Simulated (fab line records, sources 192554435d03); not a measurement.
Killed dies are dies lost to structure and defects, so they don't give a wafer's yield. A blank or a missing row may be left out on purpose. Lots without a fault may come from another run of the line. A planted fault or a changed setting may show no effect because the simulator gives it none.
One fault seen from 2 desks | flow n5_finfet | each desk has only its own numbers; what lay behind them comes last

THE TOOL OWNER'S DESK: pvd_sputter-01
The tool's own readings at N5_BEOL_M4_SPUTTER_79 (material Cu, target thk 4.5 nm, time 8.29 s): means of the sampled wafers that have a number, for each lot that ran on this tool. A lot is out of limits, marked OUT, if its mean lies more than 4 standard deviations from the usual mean; the brackets give that distance.
Columns: A = chuck_sensor_temp_C at N5_BEOL_M4_SPUTTER_79, usual -15.8 C; B = throttle_valve_pct at N5_BEOL_M4_SPUTTER_79, usual 29.8 %
lot  | first seen here | A     | B
L309 | day 11 08:28    | -15.8 | 29.8
L311 | day 11 12:11    | -15.2 | 29.3
L310 | day 11 14:22    | -15.3 | 29.5
L313 | day 11 22:33    | -15.9 | 30.3
L315 | day 12 20:51    | -15.4 | 29.6
L322 | day 14 09:05    | -15.5 | 30.0
L324 | day 16 01:53    | -15.5 | 29.0
This desk's finding: nothing out of limits on any of the 7 lots.

THE METROLOGY DESK
What the gauges read, lot by lot, whatever tool the lot ran on: means of the sampled wafers that have a number. A lot is out of limits, marked OUT, if its mean lies more than 4 standard deviations from the usual mean; the brackets give that distance.
Columns: A = MIM_BOT_OVL at N5_MIM_BOT_LITHO_OVL_MEAS_11, usual -2 nm
lot  | first seen here | A
L304 | day 13 16:53    | -9
L307 | day 14 16:31    | 3
L308 | day 15 01:57    | 5
L309 | day 15 01:59    | -5
L311 | day 15 08:50    | -4
L310 | day 15 19:56    | 3
L314 | day 15 23:40    | 3
L313 | day 16 00:23    | -4
L315 | day 16 14:59    | -8
L316 | day 16 21:25    | -3
L322 | day 18 17:29    | -4
L324 | day 20 14:40    | -5
This desk's finding: nothing out of limits on any of the 12 lots.

PUT TOGETHER
The tool owner's desk saw nothing out of limits.
The metrology desk saw nothing out of limits.

WHAT THE SIMULATOR HAD PUT IN
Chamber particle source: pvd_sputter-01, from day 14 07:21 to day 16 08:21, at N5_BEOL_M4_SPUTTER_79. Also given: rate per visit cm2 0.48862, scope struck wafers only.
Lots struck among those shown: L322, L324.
